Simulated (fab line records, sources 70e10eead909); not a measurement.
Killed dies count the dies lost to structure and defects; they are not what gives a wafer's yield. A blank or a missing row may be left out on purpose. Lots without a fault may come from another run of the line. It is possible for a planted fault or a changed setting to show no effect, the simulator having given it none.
fab line records -- flow nand-harc
record lots=6, wafers=18, last-day=34
route steps=1302 shown A_BONDPAD@1216 HYBRID_BOND@1237 THIN_TSV@1244 END@1302
lots that met no fault: taken from a fault-free run of the same line
start-h: hours from the record's first day to the start of the lot's first wafer shown -- wait-h: hours from the lot's prior step to this one -- " same as the row above -- L1.1+2: one row covering several wafers at once -- - value missing, or start not given -- * or withheld: withheld -- < > ~ a bound
route shown NAME@n: NAME is a module with steps in the file, n the number in the route of the first one -- usual: average and standard deviation across the fault-free wafers -- same: alike in all rows -- chamber/n: place in a boat -- sites: readings site by site -- _std_site: the standard deviation of these -- _edge_site: inner sites' mean taken away from outer sites' mean -- radius-mm: how far each site lies from the wafer's centre -- mask NAME#n: copy n -- behind: the tool/chamber that last shaped the wafer -- hold: cause of the lot's hold/its duration in hours/its outcome -- device: the transistor (n, p or np) that didn't switch -- end of line: tests run on the same wafers once the route is complete -- where a step has no rows: the recipe by itself -- killed: not the wafer's yield, but the dies lost to structure and defects at the first sort -- map: dies across one wafer; x = killed, . = not, _ = none there
set.NAME: setting as actually run; set.NAME@STEP: the setting as run at that earlier step -- model.NAME: the simulator's own value behind a step, which no gauge read
lots seen at some steps along the route; tables by step, rows by wafer
services: the hour from which a tool's chamber was out of use, counted from the record's first day as start-h (under 0 if before that day), plus the number of hours and why
## steps
# step NHARC_A_BONDPAD_OVL_MEAS_35
# usual overlay-x-nm=-1/5.5, overlay-y-nm=3/3.4
lot.wafer,tool,chamber,start-h,wait-h,overlay-x-nm,overlay-y-nm
L901.1,overlay-02,-,618.04,-,0,-4
L901.3,overlay-02,-,618.04,-,-1,-4
L901.6,overlay-02,-,618.04,-,0,-4
L904.1,overlay-01,-,651.21,-,5,4
L904.2,overlay-01,-,651.21,-,4,4
L904.4,overlay-01,-,651.21,-,4,4
L908.1,overlay-01,-,686.91,-,-8,7
L908.5,overlay-01,-,686.91,-,-8,7
L908.6,overlay-01,-,686.91,-,-8,8
L909.3,overlay-01,-,696.32,-,-2,-1
L909.5,overlay-01,-,696.32,-,-1,-1
L909.6,overlay-01,-,696.32,-,-2,-1
L914.1,overlay-01,-,743.16,-,-1,1
L914.2,overlay-01,-,743.16,-,-1,1
L914.3,overlay-01,-,743.16,-,-1,1
L915.1,overlay-02,-,768.13,-,-3,1
L915.2,overlay-02,-,768.13,-,-3,1
L915.5,overlay-02,-,768.13,-,-3,1
# step NHARC_A_BONDPAD_HARDBAKE_10
# recipe temp-c=118, time-s=65
# step NHARC_A_BONDPAD_DESCUM_11
# recipe time-s=3, o2-flow-sccm=200, ar-flow-sccm=0, bias-power-w=0, chemistry=O2
# step NHARC_A_BONDPAD_ETCH_34
# recipe target-depth-a=600, overetch-a=180, time-s=65.91, ion-energy-ev=200, n2-flow-sccm=150, h2-flow-sccm=150, ar-flow-sccm=0, rf-w=400, bias-w=150, chemistry=N2/H2
# step NHARC_A_BONDPAD_ETCH_12
# recipe target-depth-a=2200, time-s=110, chf3-flow-sccm=50, o2-flow-sccm=10, ar-flow-sccm=200, rf-w=500, bias-w=200, chemistry=CHF3/O2
# step NHARC_A_BONDPAD_CD_MEAS_13
# usual cd-nm=500.3/1.9
lot.wafer,tool,chamber,start-h,wait-h,cd-nm
L901.1,cd-sem-01,-,618.48,-,501.3
L901.3,cd-sem-01,-,618.48,-,501.3
L901.6,cd-sem-01,-,618.48,-,499.8
L904.1,cd-sem-02,-,651.73,-,500.2
L904.2,cd-sem-02,-,651.73,-,499.2
L904.4,cd-sem-02,-,651.73,-,500.2
L908.1,cd-sem-03,-,687.36,-,500.7
L908.5,cd-sem-03,-,687.36,-,498.6
L908.6,cd-sem-03,-,687.36,-,499.5
L909.3,cd-sem-02,-,696.76,-,500.7
L909.5,cd-sem-02,-,696.76,-,500.2
L909.6,cd-sem-02,-,696.76,-,499.7
L914.1,cd-sem-02,-,743.60,-,500.7
L914.2,cd-sem-02,-,743.60,-,498.5
L914.3,cd-sem-02,-,743.60,-,500.9
L915.1,cd-sem-01,-,768.62,-,500.5
L915.2,cd-sem-01,-,768.62,-,497.9
L915.5,cd-sem-01,-,768.62,-,495.9
# step NHARC_A_BONDPAD_STRIP_15
# recipe o2-flow-sccm=500, ar-flow-sccm=0, bias-w=0, chemistry=O2
# step NHARC_A_BONDPAD_ETCH_24
# recipe target-depth-a=300, over-etch-frac=0.3, time-s=72.99, ion-energy-ev=150, cf4-flow-sccm=50, n2-flow-sccm=100, ar-flow-sccm=150, rf-w=300, bias-w=100, chemistry=CF4/N2
# step NHARC_A_BONDPAD_STRIP_16
# recipe time-s=600, temp-c=30, chemistry=post-etch-residue-remover
# step NHARC_A_BONDPAD_DEGAS_25
# recipe temp-c=300, time-s=60
# step NHARC_A_BONDPAD_PRE_CLEAN_26
# recipe time-s=30, temp-c=280, gas=H2/He
# usual heater-power-w=409/41
lot.wafer,tool,chamber,start-h,wait-h,heater-power-w
L901.3,pvd-sputter-03,-,-,-,401
L901.1,pvd-sputter-03,-,-,-,455
L901.6,pvd-sputter-03,-,-,-,393
L904.2,pvd-sputter-03,-,-,-,385
L904.1,pvd-sputter-03,-,-,-,375
L904.4,pvd-sputter-03,-,-,-,474
L908.1,pvd-sputter-03,-,-,-,438
L908.5,pvd-sputter-03,-,-,-,381
L908.6,pvd-sputter-03,-,-,-,464
L909.3,pvd-sputter-01,-,-,-,451
L909.6,pvd-sputter-01,-,-,-,420
L909.5,pvd-sputter-01,-,-,-,405
L914.1,pvd-sputter-01,-,-,-,424
L914.3,pvd-sputter-01,-,-,-,371
L914.2,pvd-sputter-01,-,-,-,457
L915.2,pvd-sputter-03,-,-,-,399
L915.1,pvd-sputter-03,-,-,-,336
L915.5,pvd-sputter-03,-,-,-,459
# step NHARC_A_BONDPAD_PVD_17
# recipe target-thk-a=50, bias-v=168.6, power-w=15000, chamber-pressure-pa=0.12, time-s=8.06, substrate-temp-c=50, material=TaN
# step NHARC_A_BONDPAD_PVD_27
# recipe target-thk-a=300, chamber-pressure-pa=5, power-w=5000, substrate-temp-c=30, time-s=20.49, material=Cu
# usual substrate-temp-c=30.00/0.11, throttle-valve-pct=29.7/1.1
lot.wafer,tool,chamber,start-h,wait-h,substrate-temp-c,throttle-valve-pct
L901.1,pvd-sputter-03,-,619.34,-,29.87,30.0
L901.3,pvd-sputter-03,-,619.34,-,30.10,30.6
L901.6,pvd-sputter-03,-,619.34,-,29.95,29.9
L904.2,pvd-sputter-03,-,652.63,-,30.10,30.2
L904.1,pvd-sputter-03,-,652.63,-,29.91,30.0
L904.4,pvd-sputter-03,-,652.63,-,29.84,28.0
L908.1,pvd-sputter-03,-,688.20,-,30.02,29.8
L908.5,pvd-sputter-03,-,688.20,-,29.97,29.8
L908.6,pvd-sputter-03,-,688.20,-,29.84,30.6
L909.3,pvd-sputter-01,-,697.60,-,30.03,31.1
L909.5,pvd-sputter-01,-,697.60,-,29.97,31.1
L909.6,pvd-sputter-01,-,697.60,-,30.09,31.9
L914.3,pvd-sputter-01,-,744.45,-,29.89,29.2
L914.2,pvd-sputter-01,-,744.45,-,29.92,31.4
L914.1,pvd-sputter-01,-,744.45,-,30.02,28.1
L915.1,pvd-sputter-03,-,769.47,-,30.10,28.1
L915.2,pvd-sputter-03,-,769.47,-,30.05,30.6
L915.5,pvd-sputter-03,-,769.47,-,29.91,27.8
# step NHARC_A_BONDPAD_ECD_18
# recipe target-thk-a=4000, bath-temp-c=25, material=Cu
# step NHARC_A_BONDPAD_ANNEAL_28
# recipe temp-c=225, time-s=90
# step NHARC_A_BONDPAD_CMP_19
# recipe t-overpolish-s=30, cu-recess-touch-s=16, target-thk-nm=169.82
# usual motor-current-A=11.9/1, overpolish-run-s=29.999/0.01
lot.wafer,tool,chamber,start-h,wait-h,motor-current-A,overpolish-run-s
L901.3,cmp-04,1,620.25,-,10.0,29.989
L901.1,cmp-04,2,620.25,-,13.6,30.000
L901.6,cmp-04,0,620.25,-,11.4,30.000
L904.1,cmp-04,2,653.48,-,12.6,30.014
L904.4,cmp-04,3,653.48,-,11.5,29.995
L904.2,cmp-04,0,653.48,-,11.4,29.996
L908.1,cmp-04,0,689.15,-,10.9,29.987
L908.6,cmp-04,1,689.15,-,9.7,30.015
L908.5,cmp-04,2,689.15,-,13.1,30.006
L909.3,cmp-04,2,698.52,-,12.8,29.981
L909.5,cmp-04,1,698.52,-,10.1,29.985
L909.6,cmp-04,2,698.52,-,12.6,30.001
L914.3,cmp-01,3,745.34,-,11.7,29.999
L914.2,cmp-01,0,745.34,-,12.7,29.990
L914.1,cmp-01,1,745.34,-,10.9,29.987
L915.1,cmp-01,3,770.38,-,11.7,29.997
L915.2,cmp-01,0,770.38,-,13.0,30.000
L915.5,cmp-01,1,770.38,-,10.6,30.002
# step NHARC_A_BONDPAD_SRD_21
# recipe time-s=30, temp-c=23, dry-time-s=20, spin-rpm=1500
# step NHARC_HYBRID_BOND_ACTIVATE_00
# recipe time-s=60, n2-flow-sccm=200, ar-flow-sccm=0, bias-power-w=0, chemistry=N2
# usual drypump-motor-current-A=6.08/0.29, oes-product-au=1.001/0.0086, rf-vpp-V=63.9/0.85, showerhead-plenum-p-Torr=1.74/0.082
lot.wafer,tool,chamber,start-h,wait-h,drypump-motor-current-A,oes-product-au,rf-hours-counter-h,rf-vpp-V,showerhead-plenum-p-Torr
L901.3,rie-diel-09,0,620.81,0.1,5.71,1.007,9,64.6,1.70
L901.1,rie-diel-09,2,620.81,0.1,6.50,0.997,9,63.2,1.83
L901.6,rie-diel-09,3,620.81,0.1,6.29,1.006,-,64.9,1.65
L904.2,rie-diel-09,1,654.09,0.1,6.01,1.002,13,64.3,1.83
L904.4,rie-diel-09,2,654.09,0.1,6.52,0.998,12,64.4,1.83
L904.1,rie-diel-09,0,654.09,0.1,5.72,0.989,12,63.3,1.70
L908.1,rie-diel-09,1,689.71,0.1,6.00,1.003,1,64.6,1.83
L908.5,rie-diel-09,3,689.71,0.1,6.34,1.007,-,63.5,1.65
L908.6,rie-diel-09,0,689.71,0.1,5.77,0.992,-,63.8,1.69
L909.3,rie-diel-09,0,699.09,0.1,5.74,0.993,2,63.0,1.69
L909.5,rie-diel-09,1,699.09,0.1,6.04,0.997,-,64.1,1.83
L909.6,rie-diel-09,3,699.09,0.1,6.31,1.014,-,62.6,1.65
L914.2,rie-diel-02,3,745.94,0.1,6.08,0.992,58,63.2,1.63
L914.1,rie-diel-02,0,745.94,0.1,5.93,0.988,56,63.7,1.63
L914.3,rie-diel-02,1,745.94,0.1,5.82,0.994,64,63.8,1.65
L915.1,rie-diel-09,1,770.94,0.1,6.01,0.997,10,64.8,1.83
L915.2,rie-diel-09,3,770.94,0.1,6.32,1.010,11,63.3,1.64
L915.5,rie-diel-09,0,770.94,0.1,5.74,0.996,-,63.4,1.69
# step NHARC_HYBRID_BOND_PRECLEAN_01
# recipe time-s=300, temp-c=23, chemistry=DIW
# step NHARC_HYBRID_BOND_SRD_02
# recipe time-s=30, temp-c=23, dry-time-s=20, spin-rpm=1500
# step NHARC_HYBRID_BOND_BOND_03
# recipe temp-c=25
# step NHARC_HYBRID_BOND_ANNEAL_04
# recipe temp-c=300, time-s=7200, ramp-up-c-per-min=5, ramp-down-c-per-min=3, idle-temp-c=100, pressure-atm=1
# step NHARC_HYBRID_BOND_OVL_MEAS_05
# usual overlay-x-nm=5/32, overlay-y-nm=3/32
lot.wafer,tool,chamber,start-h,wait-h,overlay-x-nm,overlay-y-nm
L901.1,overlay-02,-,630.83,0.4,45,19
L901.3,overlay-02,-,630.83,0.4,14,48
L901.6,overlay-02,-,630.83,0.4,5,-14
L904.1,overlay-01,-,661.08,0.4,6,33
L904.2,overlay-01,-,661.08,0.4,-17,-22
L904.4,overlay-01,-,661.08,0.4,-33,48
L908.1,overlay-01,-,699.03,0.4,34,18
L908.5,overlay-01,-,699.03,0.4,-41,-72
L908.6,overlay-01,-,699.03,0.4,-11,20
L909.3,overlay-02,-,707.48,0.4,-17,1
L909.5,overlay-02,-,707.48,0.4,8,6
L909.6,overlay-02,-,707.48,0.4,-58,33
L914.1,overlay-02,-,757.35,0.4,-20,-19
L914.2,overlay-02,-,757.35,0.4,14,-3
L914.3,overlay-02,-,757.35,0.4,-14,-18
L915.1,overlay-02,-,778.04,0.4,-23,-55
L915.2,overlay-02,-,778.04,0.4,14,-16
L915.5,overlay-02,-,778.04,0.4,-2,-75
# step NHARC_THIN_TSV_GRIND_00
# recipe target-thk-um=6
# usual motor-current-A=12.002/0.023
lot.wafer,tool,chamber,start-h,wait-h,motor-current-A
L901.1,grinder-01,0,631.03,0.1,11.998
L901.3,grinder-01,0,631.03,0.1,12.000
L901.6,grinder-01,0,631.03,0.1,11.951
L904.1,grinder-01,0,663.65,2.5,12.024
L904.2,grinder-01,0,663.65,2.5,12.012
L904.4,grinder-01,0,663.65,2.5,12.022
L908.1,grinder-01,0,699.23,0.1,12.014
L908.5,grinder-01,0,699.23,0.1,12.022
L908.6,grinder-01,0,699.23,0.1,12.040
L909.3,grinder-01,0,709.29,1.8,11.976
L909.5,grinder-01,0,709.29,1.8,11.972
L909.6,grinder-01,0,709.29,1.8,11.995
L914.1,grinder-01,0,757.55,0.1,11.952
L914.2,grinder-01,0,757.55,0.1,12.037
L914.3,grinder-01,0,757.55,0.1,12.003
L915.1,grinder-01,0,782.11,4.0,12.038
L915.2,grinder-01,0,782.11,4.0,12.004
L915.5,grinder-01,0,782.11,4.0,11.981
# step NHARC_THIN_TSV_CMP_01
# recipe target-thk-um=3
# usual motor-current-A=12.0/1.1
lot.wafer,tool,chamber,start-h,wait-h,motor-current-A
L901.3,cmp-02,0,632.28,0.7,12.7
L901.1,cmp-02,2,632.28,0.7,9.7
L901.6,cmp-02,3,632.28,0.7,13.1
L904.4,cmp-03,1,664.89,0.4,13.4
L904.2,cmp-03,3,664.89,0.4,12.4
L904.1,cmp-03,0,664.89,0.4,11.5
L908.1,cmp-03,2,700.48,1.0,11.2
L908.6,cmp-03,1,700.48,1.0,13.4
L908.5,cmp-03,2,700.48,1.0,10.8
L909.3,cmp-03,3,710.16,0.7,12.0
L909.5,cmp-03,1,710.16,0.7,13.7
L909.6,cmp-03,2,710.16,0.7,10.8
L914.3,cmp-03,1,758.78,0.6,13.7
L914.1,cmp-03,2,758.78,0.6,11.1
L914.2,cmp-03,3,758.78,0.6,11.9
L915.2,cmp-02,1,783.34,0.8,11.9
L915.1,cmp-02,0,783.34,0.8,12.8
L915.5,cmp-02,2,783.34,0.8,10.4
# step NHARC_THIN_TSV_THK_MEAS_02
# recipe thk-meas-gauge=ir
# usual thk-nm=2930/250
lot.wafer,tool,chamber,start-h,wait-h,thk-nm
L901.1,film-metro-01,-,632.52,-,2317
L901.3,film-metro-01,-,632.52,-,2575
L901.6,film-metro-01,-,632.52,-,2654
L904.1,film-metro-02,-,665.16,0.2,2968
L904.2,film-metro-02,-,665.16,0.2,2953
L904.4,film-metro-02,-,665.16,0.2,2973
L908.1,film-metro-02,-,700.72,-,3092
L908.5,film-metro-02,-,700.72,-,3206
L908.6,film-metro-02,-,700.72,-,2866
L909.3,film-metro-02,-,710.38,-,3286
L909.5,film-metro-02,-,710.38,-,3177
L909.6,film-metro-02,-,710.38,-,3391
L914.1,film-metro-02,-,759.04,0.2,3011
L914.2,film-metro-02,-,759.04,0.2,2810
L914.3,film-metro-02,-,759.04,0.2,2965
L915.1,film-metro-02,-,783.61,0.2,3036
L915.2,film-metro-02,-,783.61,0.2,2905
L915.5,film-metro-02,-,783.61,0.2,2933
# step NHARC_THIN_TSV_SRD_03
# step NHARC_THIN_TSV_PRECLEAN_41
# recipe time-s=*, temp-c=50, bath-age-min=0, chemistry=SC1
# step NHARC_THIN_TSV_SRD_42
# step NHARC_THIN_TSV_DEP_43
# recipe target-thk-a=13285, temp-c=withheld, pressure-torr=6.5, rf-w=900, teos-flow-sccm=161.4, flow-sccm=2650, target-thk-nm=1328.5, gas=O2, material=SiO2
# step NHARC_THIN_TSV_DEHYDRATE_04
# recipe temp-c=150, time-s=120
# step NHARC_THIN_TSV_HMDS_05
# recipe time-s=30
# step NHARC_THIN_TSV_COAT_06
# recipe spin-rpm=*
# step NHARC_THIN_TSV_SOFTBAKE_07
# recipe temp-c=122, time-s=95
# step NHARC_THIN_TSV_EBR_08
# step NHARC_THIN_TSV_EXPOSE_09
# recipe na=0.55, dose-mj=30.7, mask-id=TSV
# step NHARC_THIN_TSV_PEB_10
# recipe peb-temp-c=118, peb-time-s=85
# step NHARC_END_SORT_01
# recipe temp-c=25
# usual defect-limited-yield=90.6/2.8, killed-at-array=58/20, killed-at-other=0.8/1, killed-at-periphery=4.6/2.8, killed-dies=63/19, killed-open=3.4/2, killed-short=2.4/1.8
# same gross-dies=677
lot.wafer,tool,chamber,start-h,wait-h,defect-limited-yield[%],killed-at-array,killed-at-other,killed-at-periphery,killed-dies,killed-open,killed-short
L904.1,prober-02,0,679.05,2.5,77.5,147,0,5,152,4,3
L904.2,prober-02,0,679.85,2.8,78.4,139,0,7,146,7,1
L904.4,prober-02,0,681.46,3.4,83.6,104,1,6,111,6,4
L908.1,prober-01,0,716.95,2.5,76.7,155,0,3,158,3,0
L908.5,prober-01,0,720.12,3.7,74.3,168,0,6,174,4,1
L908.6,prober-01,0,720.91,4.0,76.5,154,1,4,159,4,2
L914.1,prober-02,0,775.14,2.5,90.4,53,1,11,65,4,2
L914.2,prober-02,0,775.94,2.8,91.0,48,2,11,61,6,3
L914.3,prober-02,0,776.75,3.1,93.1,40,0,7,47,1,2
# killed by level:class
L904.1 A_BONDPAD:unspecified=103 A_SLIT:chamber-film-flake=26 A_CHANNEL_HOLE_D1:chamber-film-flake=7 A_M1:geometric-particle:open=2 A_CONTACT:chamber-film-flake=2 A_BLC:chamber-film-flake=2 P_M0:geometric-particle:short=1 P_M0:geometric-particle:open=1
L904.2 A_BONDPAD:unspecified=90 A_SLIT:chamber-film-flake=33 A_CONTACT:chamber-film-flake=4 A_CHANNEL_FILL_D2:geometric-particle:open=3 P_M2:chamber-film-flake=3 A_CHANNEL_HOLE_D1:chamber-film-flake=3 A_STAIRCASE:chamber-film-flake=3 P_GATE:geometric-particle:open=1
L904.4 A_BONDPAD:unspecified=54 A_SLIT:chamber-film-flake=31 A_CHANNEL_HOLE_D1:chamber-film-flake=4 A_CONTACT:chamber-film-flake=3 A_WL_FILL:geometric-particle:short=2 P_M2:chamber-film-flake=2 A_ZERO_WELL:chamber-film-flake=2 P_GATE:geometric-particle:open=1
L908.1 A_BONDPAD:unspecified=94 A_CHANNEL_HOLE_D1:chamber-film-flake=19 A_CHANNEL_HOLE_D2:chamber-film-flake=14 A_SLIT:chamber-film-flake=13 A_CONTACT:chamber-film-flake=9 A_SGD_CUT:chamber-film-flake=3 P_CONTACT:geometric-particle:open=2 A_STAIRCASE:chamber-film-flake=2
L908.5 A_BONDPAD:unspecified=95 A_CHANNEL_HOLE_D1:chamber-film-flake=22 A_SLIT:chamber-film-flake=20 A_CHANNEL_HOLE_D2:chamber-film-flake=12 A_CONTACT:chamber-film-flake=12 A_SGD_CUT:chamber-film-flake=3 P_GATE:geometric-particle:open=1 P_CONTACT:geometric-particle:open=1
L908.6 A_BONDPAD:unspecified=55 A_CHANNEL_HOLE_D1:chamber-film-flake=36 A_CHANNEL_HOLE_D2:chamber-film-flake=30 A_SLIT:chamber-film-flake=11 A_CONTACT:chamber-film-flake=9 A_SGD_CUT:chamber-film-flake=3 A_CHANNEL_FILL_D2:geometric-particle:short=2 P_M1:chamber-film-flake=2
L914.1 A_CHANNEL_HOLE_D2:chamber-film-flake=29 P_GATE:chamber-film-flake=9 A_SLIT:chamber-film-flake=5 A_STAIRCASE:chamber-film-flake=3 A_CONTACT:chamber-film-flake=3 A_CHANNEL_FILL_D2:chamber-film-flake=2 A_BONDPAD:chamber-film-flake=2 P_M0:geometric-particle:open=1
L914.2 A_CHANNEL_HOLE_D2:chamber-film-flake=20 A_SLIT:chamber-film-flake=9 A_CONTACT:chamber-film-flake=8 P_GATE:chamber-film-flake=6 P_M0:geometric-particle:open=2 P_ZERO_WELL:chamber-film-flake=2 A_BONDPAD:chamber-film-flake=2 THIN_TSV:chamber-film-flake=2
L914.3 A_CHANNEL_HOLE_D2:chamber-film-flake=18 A_CONTACT:chamber-film-flake=6 P_GATE:chamber-film-flake=5 A_SLIT:chamber-film-flake=4 A_CHANNEL_HOLE_D1:chamber-film-flake=3 A_BONDPAD:chamber-film-flake=3 P_M1:chamber-film-flake=2 A_ONON_D2:geometric-particle:short=1
# map L904.1 (x killed, . not)
____________.____________
_________......._________
_______.....x....._______
______............x______
_____..............._____
____.............x...____
____.................____
___...................___
___...................___
__.......x.............__
__.....................__
_.....x...............x._
_..............x........_
_xx....................._
_....x............x..x.._
_x......................_
xx...........x...........
x.x....x.................
........x.xx....x........
......xxx.x...xxx........
......xxxxxxxxxxx........
_....xxxxxxxxxxxx.x....._
_...xxxxxxxxxxx........._
_...xxxxxxxxxxxx........_
_....xxxxxxxxxxxx....x.._
_...xxxxxxxxxxx........._
__...xxxxxxxxx.........__
__...xxxxxxxxxx...x....__
___..xxxxxxxx...x.....___
___....xxxxxxx..x.....___
____...xxxxx.........____
____...xxxx....x.....____
_____..x...x........_____
______x............______
_______x.........._______
_________......._________
____________.____________
# map L908.5 (x killed, . not)
____________.____________
_________......._________
_______..........._______
______.............______
_____..............._____
____..............x..____
____.................____
___..............x....___
___...................___
__..................x..__
__x..................x.__
_x.x.................xxx_
_xxx............x.....x._
_x.x....x...........x.xx_
_xxx...................._
_xx.x..................._
xxxx.....................
xxx.....x.....xx.........
xxxx...xxxx.x.........x..
xxxx...xx.xx.xx......x...
x.xx..xxxxxxxx.x.x.......
_.x...xxxxxxxxx.x......._
_x...xxxxxxxx.x........._
_....xxxxxxxxx..x......._
_.....xxxxxxxx.x.x......_
_..x.xxxxxxxxxxxx......._
__..xxxxxxxxxx..xx.....__
__...xxxxxxxx.....x....__
___..xxxxxxxxx........___
___..xxxxxxxxx........___
____.....xxx..x......____
____...x..x..........____
_____......x........_____
______x.....x...x..______
_______..........._______
_________......._________
____________.____________
## services
tool,chamber,start-h,hours,kind
cmp-04,-,601.04,4.0,pm
pvd-sputter-03,-,604.24,4.8,repair
rie-diel-09,3,610.46,4.8,repair
grinder-01,-,615.92,3.3,repair
cmp-02,-,616.37,3.9,repair
rie-diel-09,0,648.41,2.7,repair
pvd-sputter-01,-,648.49,2.4,repair
cmp-03,-,652.10,4.0,pm
rie-diel-09,1,664.85,6.1,repair
rie-diel-09,-,674.30,9.0,pm
rie-diel-09,2,687.75,11.5,repair
grinder-01,-,692.16,0.3,repair
cmp-04,-,699.04,4.0,pm
pvd-sputter-03,-,704.08,10.0,pm
cmp-04,-,710.70,2.5,repair
cmp-03,-,710.70,0.9,repair
cmp-03,-,716.23,12.9,repair
pvd-sputter-03,-,718.03,8.2,repair
grinder-01,-,736.00,8.0,pm
cmp-03,-,750.10,4.0,pm
rie-diel-09,2,754.92,20.4,repair
pvd-sputter-01,-,760.00,10.0,pm
cmp-04,-,762.57,1.7,repair
cmp-03,-,769.28,0.8,repair
## key
first-sign step=NHARC_END_SORT_01, reading=defect-limited-yield, direction=down, sigmas=4.5, usual=90.6, struck=77.8, wafers-moved=5
effect step=NHARC_END_SORT_01, reading=killed-dies, direction=up, sigmas=4.5, usual=63, struck=150, wafers-moved=5
more-kills-born-at NHARC_A_BONDPAD_PVD_27@pvd-sputter-03=491
met-at NHARC_A_BONDPAD_PVD_27
struck-wafers L904.1,L904.2,L904.4,L908.1,L908.5,L908.6
onset-between 619.34 652.63
fault kind=chamber-particle-source, tool=pvd-sputter-03, chamber=-, onset-h=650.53, steps=NHARC_A_BONDPAD_PVD_27, rate-per-visit-cm2=1.536, end-h=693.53
